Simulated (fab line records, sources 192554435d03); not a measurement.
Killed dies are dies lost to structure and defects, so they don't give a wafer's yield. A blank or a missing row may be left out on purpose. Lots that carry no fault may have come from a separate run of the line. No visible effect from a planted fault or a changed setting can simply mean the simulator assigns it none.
Matching of chambers | flow n5 finfet | 3 sister chambers for N5_MOL_CONTACT_COAG_CO_FILL_22 on cvd co-01
The step material Co, precursor CCTBA/H2, target thk 20 nm. 33 wafers are shown with their chamber, then 12 later ones without.

## EACH WAFER AND ITS CHAMBER
wafer  | chamber | heater power w (W)
L075.1 | 0       | 225
L075.2 | 1       | 290
L075.5 | 1       | 295
L079.2 | 0       | 230
L079.4 | 2       | 245
L079.6 | 0       | 228
L078.1 | 2       | 252
L078.2 | 0       | 219
L078.5 | 0       | 222
L080.1 | 0       | 231
L080.2 | 2       | 251
L080.4 | 2       | 252
L081.1 | 2       | 256
L081.3 | 0       | 230
L081.6 | 0       | 230
L083.1 | 2       | 253
L083.3 | 0       | 222
L083.4 | 2       | 241
L082.1 | 1       | 271
L082.2 | 0       | 225
L082.3 | 2       | 252
L082.4 | 1       | 276
L082.5 | 2       | 250
L082.6 | 0       | 227
L084.1 | 1       | 274
L084.3 | 0       | 221
L084.6 | 1       | 272
L086.4 | 1       | 275
L086.5 | 2       | 253
L086.6 | 0       | 228
L087.1 | 0       | 228
L087.2 | 1       | 265
L087.5 | 0       | 227

SIGNATURES (means of the wafers above)
reading        | chamber 0 | chamber 1 | chamber 2 | scatter within a chamber
heater power w | 226.20    | 277.25    | 250.50    | 5.99
Rule: a wafer's distance from a chamber is the root of the sum, over the readings, of the square of ((its reading less the chamber's mean) divided by the reading's scatter). If the next closest chamber is less than 2 further off than the closest, the wafer can't be placed; otherwise it belongs to the closest. How the scatter is found: for the shown wafers, subtract from each reading the mean of its chamber, square and add these, divide the total by (wafers less chambers), then take the root.

## WAFERS WITH NO CHAMBER GIVEN
wafer  | heater power w (W)
L091.2 | 279
L091.3 | 228
L091.6 | 228
L092.1 | 277
L092.3 | 244
L092.4 | 226
L093.3 | 245
L093.5 | 226
L093.6 | 280
L094.1 | 268
L094.2 | 253
L094.6 | 273

## WHICH CHAMBER EACH ONE RAN IN
wafer  | from the rows above     | in truth
L091.2 | 1                       | 1
L091.3 | 0                       | 0
L091.6 | 0                       | 0
L092.1 | 1                       | 1
L092.3 | can't be placed: 2 or 0 | 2
L092.4 | 0                       | 0
L093.3 | 2                       | 2
L093.5 | 0                       | 0
L093.6 | 1                       | 1
L094.1 | can't be placed: 1 or 2 | 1
L094.2 | 2                       | 2
L094.6 | 1                       | 1
Correct placement for 10 of the 12. Unplaceable from these rows: 2, with the true chamber sitting among the candidates in 2. Wrongly placed: 0.
